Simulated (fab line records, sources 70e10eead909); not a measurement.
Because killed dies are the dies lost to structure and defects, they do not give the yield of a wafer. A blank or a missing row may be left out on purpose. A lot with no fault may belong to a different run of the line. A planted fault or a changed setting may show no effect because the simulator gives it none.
Matching of chambers ; flow nandHarc ; pecvd-03 running NHARC_A_STAIRCASE_DEP_325: 3 sister chambers
The step deposits SiO2, target thk 3800 nm. 6 wafers are shown with their chamber, then 9 later ones without.

WAFERS WITH THEIR CHAMBER
wafer;chamber;heaterPowerW (W)
L088.6;1;600
L090.4;1;578
L090.6;2;528
L087.1;0;683
L087.4;0;551
L087.6;2;526

WAFERS WHOSE CHAMBER IS MISSING
wafer;heaterPowerW (W)
L093.1;633
L093.2;646
L093.6;532
L096.2;719
L096.3;552
L096.4;544
L094.3;650
L094.4;584
L094.6;556

EACH ONE'S CHAMBER
wafer;from the rows above;in truth
L093.1;can't be placed: 0 or 1 or 2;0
L093.2;can't be placed: 0 or 1 or 2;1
L093.6;can't be placed: 2 or 1 or 0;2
L096.2;can't be placed: 0 or 1 or 2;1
L096.3;can't be placed: 2 or 1 or 0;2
L096.4;can't be placed: 2 or 1 or 0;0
L094.3;can't be placed: 0 or 1 or 2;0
L094.4;can't be placed: 1 or 0 or 2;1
L094.6;can't be placed: 2 or 1 or 0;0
Placed correctly: 0 of 9. Cannot be placed on the basis of these rows: 9; the candidates contain the true chamber in 9. 0 placed wrongly.
How it was worked out, from the rows above alone: a wafer's distance from a chamber is the root of the sum, over the readings, of the square of ((its reading less the chamber's mean) divided by the reading's scatter). If the next closest chamber is less than 2 further off than the closest, the wafer can't be placed; otherwise it belongs to the closest. A chamber's mean is the mean of its shown wafers. The scatter: the root of (the sum of the squares of (reading less its chamber's mean) over the shown wafers, divided by (wafers less chambers)).
